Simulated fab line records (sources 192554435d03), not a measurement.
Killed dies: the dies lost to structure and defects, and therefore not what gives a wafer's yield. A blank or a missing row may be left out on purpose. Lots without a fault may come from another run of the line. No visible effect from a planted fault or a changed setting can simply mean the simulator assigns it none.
Chamber matching || flow n5Finfet || N5_BEOL_M0_STRIP_104 on rieDiel-06 has 4 sister chambers
The step strips in N2/H2. 4 wafers are shown with their chamber, then 12 later ones without.

EACH WAFER AND ITS CHAMBER
{"wafer": "L082.3", "chamber": 0, "showerheadPlenumPTorr (Torr)": 2.45}
{"wafer": "L082.4", "chamber": 3, "showerheadPlenumPTorr (Torr)": 2.49}
{"wafer": "L089.5", "chamber": 1, "showerheadPlenumPTorr (Torr)": 2.49}
{"wafer": "L089.6", "chamber": 2, "showerheadPlenumPTorr (Torr)": 2.59}

WAFERS WITHOUT THEIR CHAMBER
{"wafer": "L090.1", "showerheadPlenumPTorr (Torr)": 2.59}
{"wafer": "L090.3", "showerheadPlenumPTorr (Torr)": 2.49}
{"wafer": "L090.4", "showerheadPlenumPTorr (Torr)": 2.49}
{"wafer": "L092.1", "showerheadPlenumPTorr (Torr)": 2.48}
{"wafer": "L092.4", "showerheadPlenumPTorr (Torr)": 2.44}
{"wafer": "L092.6", "showerheadPlenumPTorr (Torr)": 2.48}
{"wafer": "L093.1", "showerheadPlenumPTorr (Torr)": 2.59}
{"wafer": "L093.2", "showerheadPlenumPTorr (Torr)": 2.48}
{"wafer": "L093.4", "showerheadPlenumPTorr (Torr)": 2.49}
{"wafer": "L094.1", "showerheadPlenumPTorr (Torr)": 2.49}
{"wafer": "L094.5", "showerheadPlenumPTorr (Torr)": 2.49}
{"wafer": "L094.6", "showerheadPlenumPTorr (Torr)": 2.44}

THE CHAMBER EACH PASSED THROUGH
{"wafer": "L090.1", "from the rows above": 2, "in truth": 2}
{"wafer": "L090.3", "from the rows above": "can't be placed: 1 or 3", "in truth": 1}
{"wafer": "L090.4", "from the rows above": "can't be placed: 1 or 3", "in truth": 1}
{"wafer": "L092.1", "from the rows above": "can't be placed: 1 or 3", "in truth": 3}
{"wafer": "L092.4", "from the rows above": 0, "in truth": 0}
{"wafer": "L092.6", "from the rows above": "can't be placed: 1 or 3", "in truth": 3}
{"wafer": "L093.1", "from the rows above": 2, "in truth": 2}
{"wafer": "L093.2", "from the rows above": "can't be placed: 1 or 3", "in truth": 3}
{"wafer": "L093.4", "from the rows above": "can't be placed: 1 or 3", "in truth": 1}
{"wafer": "L094.1", "from the rows above": "can't be placed: 1 or 3", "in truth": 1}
{"wafer": "L094.5", "from the rows above": "can't be placed: 1 or 3", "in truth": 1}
{"wafer": "L094.6", "from the rows above": 0, "in truth": 0}
Placed correctly: 4 of 12. Not placeable from these rows: 8 (in 8, the candidates include the true chamber). Number placed wrongly: 0.
How it was worked out, from the rows above alone: a wafer's distance from a chamber is the root of the sum, over the readings, of the square of ((its reading less the chamber's mean) divided by the reading's scatter). If the next closest chamber is less than 2 further off than the closest, the wafer can't be placed; otherwise it belongs to the closest. A chamber's mean is the mean of its shown wafers. The scatter: with one shown wafer a chamber, the root of the mean of the squares of how far each hidden wafer lies from its nearest shown one.
